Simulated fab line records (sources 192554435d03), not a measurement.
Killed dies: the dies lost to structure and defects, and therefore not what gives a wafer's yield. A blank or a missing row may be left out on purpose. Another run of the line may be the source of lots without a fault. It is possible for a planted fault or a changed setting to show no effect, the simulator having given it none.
Matching of chambers | flow n5 finfet | N5_BEOL_M7_ETCH_65 on rie diel-02: 4 sister chambers
The step etches SiARC in CF4, target depth 15.6 nm, time 26 s. 14 wafers are shown with their chamber, then 7 later ones without.

## WAFERS PAIRED WITH THEIR CHAMBERS
wafer  | chamber | throttle valve pct (%) | oes product au (a.u.) | showerhead plenum p Torr (Torr)
L074.2 | 1       | 15.60                  | 0.87                  | 2.26
L074.3 | 3       | 15.84                  | 0.63                  | 2.23
L074.4 | 2       | 15.26                  | 0.80                  | 2.29
L076.1 | 0       | 15.98                  | 0.62                  | 2.22
L076.3 | 3       | 15.85                  | 0.63                  | 2.23
L076.4 | 1       | 15.59                  | 0.85                  | 2.26
L077.1 | 1       | 15.62                  | 0.85                  | 2.26
L077.4 | 2       | 15.28                  | 0.80                  | 2.28
L077.6 | 1       | 15.63                  | 0.85                  | 2.26
L085.2 | 3       | 15.89                  | 0.62                  | 2.22
L085.3 | 2       | 15.29                  | 0.77                  | 2.28
L085.6 | 0       | 16.04                  | 0.62                  | 2.21
L084.1 | 0       | 16.03                  | 0.61                  | 2.21
L084.3 | 3       | 15.87                  | 0.62                  | 2.22

SIGNATURES, as means of the wafers listed above
reading                  | chamber 0 | chamber 1 | chamber 2 | chamber 3 | scatter within a chamber
throttle valve pct       | 16.0167   | 15.6100   | 15.2767   | 15.8625   | 0.0224
oes product au           | 0.6167    | 0.8550    | 0.7900    | 0.6250    | 0.0103
showerhead plenum p Torr | 2.2133    | 2.2600    | 2.2833    | 2.2250    | 0.00483
Rule: distance of a wafer from a chamber = root of the sum over the readings of ((wafer's reading minus chamber's mean) / reading's scatter) squared. If the next closest chamber is less than 2 further off than the closest, the wafer can't be placed; otherwise it belongs to the closest. The scatter is the square root of a quotient: the sum, over the shown wafers, of each reading's squared deviation from its chamber's mean, divided by wafers minus chambers.

## WAFERS WITH NO CHAMBER GIVEN
wafer  | throttle valve pct (%) | oes product au (a.u.) | showerhead plenum p Torr (Torr)
L084.6 | 16.04                  | 0.61                  | 2.21
L088.1 | 16.04                  | 0.61                  | 2.21
L088.2 | 15.29                  | 0.76                  | 2.28
L088.5 | 15.65                  | 0.80                  | 2.25
L089.1 | 15.66                  | 0.80                  | 2.25
L089.5 | 16.04                  | 0.61                  | 2.21
L089.6 | 15.88                  | 0.62                  | 2.22

## EACH ONE'S CHAMBER
wafer  | from the rows above | in truth
L084.6 | 0                   | 0
L088.1 | 0                   | 0
L088.2 | 2                   | 2
L088.5 | 1                   | 1
L089.1 | 1                   | 1
L089.5 | 0                   | 0
L089.6 | 3                   | 3
Placed correctly: 7 of 7. Left unplaced by these rows: 0. Placed wrongly: 0.
